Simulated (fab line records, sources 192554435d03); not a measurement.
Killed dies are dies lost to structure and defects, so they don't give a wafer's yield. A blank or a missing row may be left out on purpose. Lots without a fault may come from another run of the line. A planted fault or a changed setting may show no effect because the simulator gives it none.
fab line records | flow n5_finfet
record lots=4 wafers=12 last_day=17
route steps=1938 shown SD_EPI_P@319 SD_ACTIVATION@330 ILD0@335 SDB@347 BEOL_M4@1111 PASSIVATION@1936
lots that met no fault: from a run of the same line without faults
start_h: hours from the record's first day to the start of the lot's first wafer shown | wait_h: hours since the lot's step before | " the same as in the row above | L1.1+2: a row that stands for several wafers | - no value, or no start given | * or withheld: withheld | < > ~ a bound
route shown NAME@n: a module of which the file shows steps, and the number in the route of the first | usual: mean/standard deviation of fault-free wafers | same: alike in all rows | chamber/n: place in a boat | sites: the reading at each site | _std_site: their standard deviation | _edge_site: outer sites' mean less inner sites' | radius_mm: how far each site lies from the wafer's centre | mask NAME#n: copy n | behind: the tool/chamber that last shaped the wafer | hold: why the lot was held/for how many hours/how that ended | device: the transistor (n, p or np) that didn't switch | end of line: the same wafers' tests at the end of the route | a step without rows: its recipe alone | killed: dies lost to structure and defects at the first sort, not the wafer's yield | map: a wafer's dies, x killed, . not, _ none there
set.NAME: the setting as run; set.NAME@STEP: as run at that earlier step | model.NAME: the simulator's own value behind a step, which no gauge read
lots at some steps of the route; a table a step, a row a wafer
services: from which hour (start_h, from the record's first day; less than 0 if before it) a tool's chamber was out of use, for how many hours, and why
## steps
# step N5_SD_EPI_P_PRECLEAN_51
# recipe chemistry=NF3:NH3 afs_cycles=1 temp_c=30 time_s=20 sublimation_temp_c=180 sublimation_time_s=60 pressure_torr=3 rf_power_w=30
# step N5_SD_EPI_P_VAPOR_ETCH_44
# recipe chemistry=NF3/Ar target=SiGe30 temp_c=25 time_s=3.3 mode=isotropic
# step N5_SD_EPI_P_EPI_21
# recipe material=SiGe:B dopant=B temp_c=550 pressure_torr=20 ambient=H2 time_s=355
# step N5_SD_EPI_P_HM_STRIP_48
# recipe chemistry=H3PO4 temp_c=160 material=SiNx target=SiNx target_depth_a=30 overetch_fraction=0.3
# step N5_SD_EPI_P_SRD_49
# recipe dry=ipa_marangoni time_s=30 temp_c=23 rinse_liquid=diw
# step N5_SD_EPI_P_PRECLEAN_24
# recipe chemistry=O3/DIW time_s=45 temp_c=22 o3_ppm=10
# step N5_SD_EPI_P_PRECLEAN_32
# recipe chemistry=dHF time_s=10 dilution=500:1 temp_c=25
# step N5_SD_EPI_P_PRECLEAN_33
# recipe chemistry=SC2 time_s=45 temp_c=35 mix=1:1:50
# step N5_SD_EPI_P_SRD_25
# recipe time_s=30 temp_c=23 rinse_liquid=diw dry=ipa_marangoni
# step N5_SD_ACTIVATION_RTA_00
# recipe temp_c=975 time_s=0 ambient=N2 idle_temp_c=600 ramp_up_c_per_s=150 ramp_down_c_per_s=60 cool_to_c=600
# step N5_SD_ACTIVATION_LSA_01
# recipe temp_c=1080 time_s=0.0008 ambient=N2
# usual wafer_temp_C_max=1085.6/1.6
# columns lot.wafer tool chamber start_h wait_h wafer_temp_C_max
L118.1 laser_anneal-02 0 93.20 0.2 1085.0
L118.2 " 0 " " 1084.3
L118.3 " 0 " " 1083.7
L122.1 laser_anneal-02 0 120.55 0.2 1098.4
L122.4 " 0 " " 1097.8
L122.5 " 0 " " 1098.6
L123.1 laser_anneal-02 0 127.15 0.2 1098.3
L123.2 " 0 " " 1096.5
L123.4 " 0 " " 1099.0
L132.1 laser_anneal-01 0 176.79 0.2 1088.1
L132.5 " 0 " " 1084.8
L132.6 " 0 " " 1088.2
# step N5_SD_ACTIVATION_RS_MEAS_03
# recipe thk_meas_gauge=four-point-probe
# usual RS_SD_N=21.95/0.28 RS_SD_P=56.1/0.84
# columns lot.wafer tool chamber start_h wait_h RS_SD_N[ohm/sq] RS_SD_P[ohm/sq]
L118.1 film_metro-01 - 93.40 0.2 21.70 56.2
L118.2 " - " " 21.51 56.5
L118.3 " - " " 21.98 56.8
L122.1 film_metro-01 - 120.75 0.2 20.69 56.0
L122.4 " - " " 20.46 54.7
L122.5 " - " " 20.79 55.4
L123.1 film_metro-01 - 127.35 0.2 20.48 55.8
L123.2 " - " " 20.41 55.8
L123.4 " - " " 20.78 55.4
L132.1 film_metro-01 - 176.99 0.2 22.25 57.4
L132.5 " - " " 22.16 56.8
L132.6 " - " " 22.01 57.8
# step N5_ILD0_LINER_00
# recipe material=SiNx target_thk_a=40 temp_c=400 ald_precursor_family=SiH2I2 ald_co_reactant=N2/H2-plasma pulse_time_s=1 purge_time_s=2 co_reactant_purge_time_s=2 ald_cycles=80 pressure_torr=2
# step N5_ILD0_FCVD_FILL_01
# recipe material=SiO2_flowable target_thk_a=2000 temp_c=100 pressure_torr=0.8 rf_w=2000 time_s=328.3
# step N5_ILD0_CURE_02
# recipe temp_c=450 time_s=1800 ambient=steam idle_temp_c=400 ramp_up_c_per_min=5 ramp_down_c_per_min=3 densification_p_h2o_torr=640
# step N5_ILD0_CMP_03
# recipe stop_on=SiNx t_overpolish_s=1.9 post_cmp_clean=alkaline_brush down_force_psi=4.1491 platen_rpm=51.796 pad_velocity_m_s=1.0306 target_thk_nm=197.38
# step N5_ILD0_CMP_07
# recipe stop_on=poly-Si material=SiO2_flowable t_overpolish_s=1.18 post_cmp_clean=alkaline_brush down_force_psi=4.1491 platen_rpm=51.796 pad_velocity_m_s=1.0306 target_thk_nm=138.88
# step N5_ILD0_PRECLEAN_10
# recipe chemistry=NF3:NH3 afs_cycles=5 time_s=20 temp_c=30 sublimation_temp_c=180 sublimation_time_s=60 pressure_torr=3 rf_power_w=30
# step N5_ILD0_ALD_15
# recipe material=SiNx target_thk_a=240 temp_c=400 ald_precursor_family=SiH2I2 ald_co_reactant=N2/H2-plasma pulse_time_s=1 ald_cycles=480 purge_time_s=2 co_reactant_purge_time_s=2 pressure_torr=2
# step N5_ILD0_CMP_12
# recipe stop_on=poly-Si material=SiNx t_overpolish_s=6 post_cmp_clean=alkaline_brush down_force_psi=2.5 platen_rpm=51.8 pad_velocity_m_s=1.0307 target_thk_nm=17.67
# step N5_SDB_HM_DEP_00
# recipe material=SiNx target_thk_a=400 temp_c=400 precursor=SiH4/NH3/N2 pressure_torr=1.5 rf_w=300 time_s=35.3
# step N5_SDB_COAT_03
# recipe resist=SOC temp_c=250 time_s=60 spin_rpm=1500 resist_thk_nm=100
# step N5_SDB_COAT_04
# recipe resist=SiARC temp_c=220 time_s=60 spin_rpm=1500 resist_thk_nm=18
# step N5_SDB_COAT_05
# recipe resist=CAR-ArF spin_rpm=1500 resist_thk_nm=90
# step N5_SDB_EBR_07
# recipe solvent=PGMEA ebr_width_mm=1.5
# step N5_SDB_SOFTBAKE_06
# recipe temp_c=110 time_s=60 resist=CAR-ArF
# step N5_SDB_EXPOSE_08
# recipe mask_id=SDB na=1.35 source_shape=conventional sigma_outer=0.5 polarization=unpolarized dose_mj=49.6
# step N5_SDB_PEB_09
# recipe peb_temp_c=withheld peb_time_s=60 resist=CAR-ArF
# step N5_SDB_DEVELOP_10
# recipe develop_time_s=30 developer=TMAH resist=CAR-ArF rinse_liquid=diw dry=air_spin dev_temp_c=23
# step N5_SDB_DESCUM_16
# recipe chemistry=O2 time_s=7.9 source_power_w=50 bias_power_w=20 pressure_mtorr=20 rf_frequency_hz=2.712e+07 temp_c=40 resist=CAR-ArF o2_flow_sccm=225
# step N5_SDB_ETCH_17
# recipe chemistry=CF4 target=SiARC target_depth_a=234 mask_material=CAR-ArF time_s=39 ion_energy_ev=80 pressure_mtorr=40 source_w=545 bias_w=36 Ar_flow_sccm=100 cf4_flow_sccm=100 ends=cleared
# step N5_BEOL_M4_RC_MEAS_101
# usual DIBL_N=36.9/1.7 DIBL_P=37.3/2.3 IOFF_N=0.16/0.033 IOFF_P=0.22/0.04 ION_N=673/12 ION_P=463/8 RC_DENSE_N=19.1/0.41 RC_N=15.6/0.32 RS_SD_N=28.5/0.37 SS_N=71.6/0.58 SS_P=73.4/0.74 VT_N=250/3.2 VT_P=-250/3.4
# columns lot.wafer tool chamber start_h wait_h DIBL_N[mV/V] DIBL_P[mV/V] IOFF_N[nA/um] IOFF_P[nA/um] ION_N[uA/um] ION_P[uA/um] RC_DENSE_N[ohm.um] RC_N[ohm.um] RS_SD_N[ohm/sq] SS_N[mV/dec] SS_P[mV/dec] VT_N[mV] VT_P[mV]
L118.1 prober-02 0 204.65 0.0 35.0 37.2 0.14 0.22 662 457 18.7 15.3 28.2 71.4 73.2 252 -251
L118.2 " 0 " " 35.8 37.4 0.16 0.22 672 461 18.3 15.3 27.9 70.9 73.7 248 -250
L118.3 " 0 " " 35.9 38.2 0.16 0.22 679 470 18.5 15.3 28.5 70.7 73.6 249 -250
L122.1 prober-02 0 225.44 0.0 39.0 38.5 0.18 0.27 678 470 17.7 14.4 27.2 72.4 74.2 252 -245
L122.4 " 0 " " 36.3 36.3 0.14 0.23 666 467 18.2 14.8 27.0 71.3 72.8 250 -250
L122.5 " 0 " " 39.3 41.3 0.22 0.34 684 475 17.9 14.5 27.2 72.1 73.9 247 -241
L123.1 prober-01 0 242.29 0.0 36.1 35.8 0.13 0.19 676 464 17.7 14.3 27.0 71.4 72.4 252 -251
L123.2 " 0 " " 38.3 37.9 0.17 0.23 682 463 17.5 14.3 27.1 71.0 73.7 248 -249
L123.4 " 0 " " 33.2 33.0 0.10 0.15 645 456 18.0 14.6 27.3 70.3 72.1 255 -250
L132.1 prober-02 0 304.51 0.0 34.9 34.4 0.13 0.18 676 463 19.4 15.7 28.7 70.8 73.1 253 -254
L132.5 " 0 " " 33.5 33.3 0.11 0.17 658 448 19.1 15.7 29.0 70.9 72.9 257 -256
L132.6 " 0 " " 35.0 35.6 0.16 0.20 693 471 19.4 15.7 28.5 70.9 73.1 248 -255
# step N5_PASSIVATION_PROBE_49
# usual defect_limited_yield=91.2/1.3 killed_at_M0_to_M3=34/10 killed_at_M4_up=13/4.6 killed_at_contacts=13/5.5 killed_at_front_end=41/12 killed_at_other=2.8/2.4 killed_dies=104/16 killed_open=67/12 killed_short=33/7.2 sort_bin_4_leakage=0.00/0.012 sort_bin_5_function=5.1/0.86 sort_bin_6_memory=3.3/0.62 sort_n_pass=1076/16 sort_yield_pct=91.2/1.3
# same gross_dies=1180 killed_at_back_side=0 sort_bin_8_speed[%]=0
# columns lot.wafer tool chamber start_h wait_h defect_limited_yield[%] killed_at_M0_to_M3 killed_at_M4_up killed_at_contacts killed_at_front_end killed_at_other killed_dies killed_open killed_short sort_bin_4_leakage[%] sort_bin_5_function[%] sort_bin_6_memory[%] sort_n_pass sort_yield_pct[%]
L118.1 prober-01 - 317.22 0.0 92.9 29 11 6 36 2 84 56 21 0 4.2 2.5 1096 92.9
L118.2 prober-01 - 317.27 0.1 93.5 22 14 13 26 2 77 49 21 0 3.7 2.6 1103 93.5
L118.3 prober-01 - 317.32 0.1 91.8 44 13 6 34 0 97 65 28 0 5.7 2.5 1083 91.8
L123.1 prober-01 - 360.47 0.9 89.9 49 21 16 33 0 119 74 35 0 5.3 3.9 1061 89.9
L123.2 prober-01 - 360.52 1.0 91.2 40 23 10 31 0 104 67 32 0 5.7 2.9 1076 91.2
L123.4 prober-01 - 360.62 1.1 92.4 27 16 14 31 2 90 61 24 0 5.7 1.7 1090 92.4
# killed by level:class
L118.1 FIN_SAQP:geometric_particle:short=9 BEOL_M1:geometric_particle:open=7 MOL_CONTACT_COAG:geometric_particle:open=6 BEOL_M2:geometric_particle:open=6 FIN_SAQP:geometric_particle:open=5 STI_FIN_REVEAL:geometric_particle:open=5 STARTING-WAFER:geometric_particle:open=5 BEOL_M4:geometric_particle:open=4
L118.2 MOL_CONTACT_COAG:geometric_particle:open=10 BEOL_M1:geometric_particle:open=7 FIN_SAQP:geometric_particle:short=6 BEOL_M4:geometric_particle:open=5 DUMMY_GATE:geometric_particle:open=4 BEOL_M2:geometric_particle:open=4 STARTING-WAFER:geometric_particle:open=4 FIN_SAQP:geometric_particle:open=3
L118.3 BEOL_M2:geometric_particle:open=9 FIN_SAQP:geometric_particle:short=8 BEOL_M4:geometric_particle:open=8 STI_FIN_REVEAL:geometric_particle:open=7 BEOL_M1:geometric_particle:open=7 BEOL_M0_SAQP:geometric_particle:short=6 BEOL_M3:geometric_particle:open=6 DUMMY_GATE:geometric_particle:open=5
L123.1 FIN_SAQP:geometric_particle:open=13 MOL_CONTACT_COAG:geometric_particle:open=11 BEOL_M1:geometric_particle:open=9 BEOL_M0_SAQP:geometric_particle:short=8 BEOL_M0_SAQP:geometric_particle:open=8 BEOL_M2:geometric_particle:open=8 BEOL_M4:geometric_particle:short=7 BEOL_M4:geometric_particle:open=6
L123.2 BEOL_M1:geometric_particle:open=15 FIN_SAQP:geometric_particle:open=8 BEOL_M4:geometric_particle:open=7 BEOL_M4:geometric_particle:short=7 MOL_CONTACT_COAG:geometric_particle:open=7 BEOL_M2:geometric_particle:open=6 BEOL_M3:geometric_particle:open=5 STARTING-WAFER:geometric_particle:short=4
L123.4 MOL_CONTACT_COAG:geometric_particle:open=10 BEOL_M4:geometric_particle:open=10 FIN_SAQP:geometric_particle:open=9 BEOL_M3:geometric_particle:open=7 GATE_CUT:geometric_particle:open=4 GATE_CUT:geometric_particle:short=4 BEOL_M2:geometric_particle:open=4 DUMMY_GATE:geometric_particle:open=3
## services
# columns tool chamber start_h hours kind
laser_anneal-02 - 79.14 2.0 pm
laser_anneal-01 - 125.30 1.9 pm
## key
first_sign step=N5_SD_ACTIVATION_LSA_01 reading=wafer_temp_C_max direction=up sigmas=7.8 usual=* struck=*
effect step=N5_SD_ACTIVATION_RS_MEAS_03 reading=RS_SD_N direction=down sigmas=4.9 usual=21.95 struck=20.60
effect step=N5_BEOL_M4_RC_MEAS_101 reading=RS_SD_N direction=down sigmas=3.6 usual=28.5 struck=27.1
effect step=N5_BEOL_M4_RC_MEAS_101 reading=RC_N direction=down sigmas=3.5 usual=15.6 struck=14.5
effect step=N5_BEOL_M4_RC_MEAS_101 reading=RC_DENSE_N direction=down sigmas=3.2 usual=19.1 struck=17.8
met_at N5_SD_ACTIVATION_LSA_01
struck_wafers L122.1,L122.4,L122.5,L123.1,L123.2,L123.4
onset_between 93.20 120.55
fault kind=process_parameter_drift tool=laser_anneal-02 chamber=- onset_h=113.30 steps=N5_SD_ACTIVATION_LSA_01 channel=temp_c offset=* shape=step end_h=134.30 stated=*
